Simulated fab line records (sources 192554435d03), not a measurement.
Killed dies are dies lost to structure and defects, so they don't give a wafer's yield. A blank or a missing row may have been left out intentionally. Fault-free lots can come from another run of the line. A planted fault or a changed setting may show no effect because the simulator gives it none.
Which tool is to blame? -- flow n5 finfet -- 10 lots with 30 wafers sampled at 2 steps, on a route of 1938 steps

## WHAT THE GAUGES SHOWED, per wafer
N5_PASSIVATION_CD_MEAS_10 targets a cd of 3000 nm. Usual: cd nm reads 3000 nm (standard deviation 3.1).
lot,measured,on,cd nm (nm),flag
L651,day 13 03:55,cd sem-03,2999 3001 3002,
L652,day 14 02:02,cd sem-03,3001 3003 3000,
L653,day 14 06:16,cd sem-03,3002 3002 2999,
L656,day 14 20:53,cd sem-02,3000 3004 3001,
L657,day 15 03:22,cd sem-01,2997 2993 2994,
L658,day 15 23:07,cd sem-01,2998 2994 2997,
L659,day 16 05:34,cd sem-01,3002 3003 3002,
L664,day 17 13:48,cd sem-02,3003 2999 2996,
L667,day 18 01:45,cd sem-01,2998 3002 3002,
L668,day 18 15:35,cd sem-03,3006 3003 3000,

## WHAT TOOL EACH LOT RAN ON (gives the tool, then ch and the chambers of the sampled wafers, and finally the start)
lot,N5_MIM_BOT_ETCH_ETCH_04
L651,"rie diel-01 ch 0,1,2, day 13 02:20"
L652,"rie diel-06 ch 0,2, day 13 23:09"
L653,"rie diel-01 ch 1,3, day 14 04:48"
L656,"rie diel-01 ch 0,3, day 14 18:18"
L657,"rie diel-01 ch 2,3, day 15 01:15"
L658,"rie diel-05 ch 0,1,2, day 15 20:03"
L659,"rie diel-06 ch 1,3, day 16 00:50"
L664,"rie diel-01 ch 1,2,3, day 17 10:03"
L667,"rie diel-05 ch 0,1, day 18 00:16"
L668,"rie diel-06 ch 2,3, day 18 13:08"
- N5_MIM_BOT_ETCH_ETCH_04: etches SiNx in CF4/O2, target depth 26 nm, time 13 s.

## AS READ BY THE TOOLS THEMSELVES (means over the sampled wafers that have a number; for cases with no such wafer, the mark the record gives instead)
N5_MIM_BOT_ETCH_ETCH_04. Usual: bias w 48.98 W, standard deviation 0.14; drypump motor current A 5.7 A, standard deviation 0.46; mfc ar sccm 99.98 sccm, standard deviation 0.29; oes_f_703_au 0.82 a.u., standard deviation 0.095; oes product au 0.82 a.u., standard deviation 0.098; rf vpp V 241 V, standard deviation 4.1; showerhead plenum p Torr 2.22 Torr, standard deviation 0.095; throttle valve pct 15.95 %, standard deviation 0.25.
lot,tool,bias w (W),drypump motor current A (A),mfc ar sccm (sccm),oes_f_703_au (a.u.),oes product au (a.u.),rf vpp V (V),showerhead plenum p Torr (Torr),throttle valve pct (%),flag
L651,rie diel-01,49.01,6.0,100.14,0.79,0.78,239,2.21,15.94,
L652,rie diel-06,49.08,5.9,100.07,0.82,0.82,241,2.29,15.91,
L653,rie diel-01,48.94,5.6,100.04,0.85,0.84,239,2.17,15.88,
L656,rie diel-01,49.03,5.3,100.32,0.85,0.85,240,2.18,15.71,
L657,rie diel-01,49.06,6.0,100.16,0.91,0.90,241,2.21,15.63,
L658,rie diel-05,48.83,5.8,99.63,0.81,0.81,241,2.23,16.05,
L659,rie diel-06,48.90,5.7,99.99,0.81,0.82,243,2.21,16.07,
L664,rie diel-01,49.09,5.9,99.94,0.88,0.89,239,2.19,15.77,
L667,rie diel-05,49.08,6.2,100.07,0.79,0.79,238,2.22,16.24,
L668,rie diel-06,48.85,5.6,99.94,0.85,0.84,245,2.31,15.87,

## THE ANSWER, worked out from the rows above alone
Rule: take the mean of a lot's wafers that have a number; if it is more than 3 standard deviations from the usual mean, the lot is off. A lot without any number at a reading at which 4 lots or more have one is off too. Where the step has rows for the other lots, those lots are counted as sound. First the gauges in route order, then the tools' own readings, where a lot's mean is used as printed above. At the first step where some lot is off, the reading lying furthest off is the one used; lots without a number count as furthest.
Across all readings shown, no lot is off: no conclusion can be drawn from this.

## WHAT HAD BEEN PUT IN BY THE SIMULATOR
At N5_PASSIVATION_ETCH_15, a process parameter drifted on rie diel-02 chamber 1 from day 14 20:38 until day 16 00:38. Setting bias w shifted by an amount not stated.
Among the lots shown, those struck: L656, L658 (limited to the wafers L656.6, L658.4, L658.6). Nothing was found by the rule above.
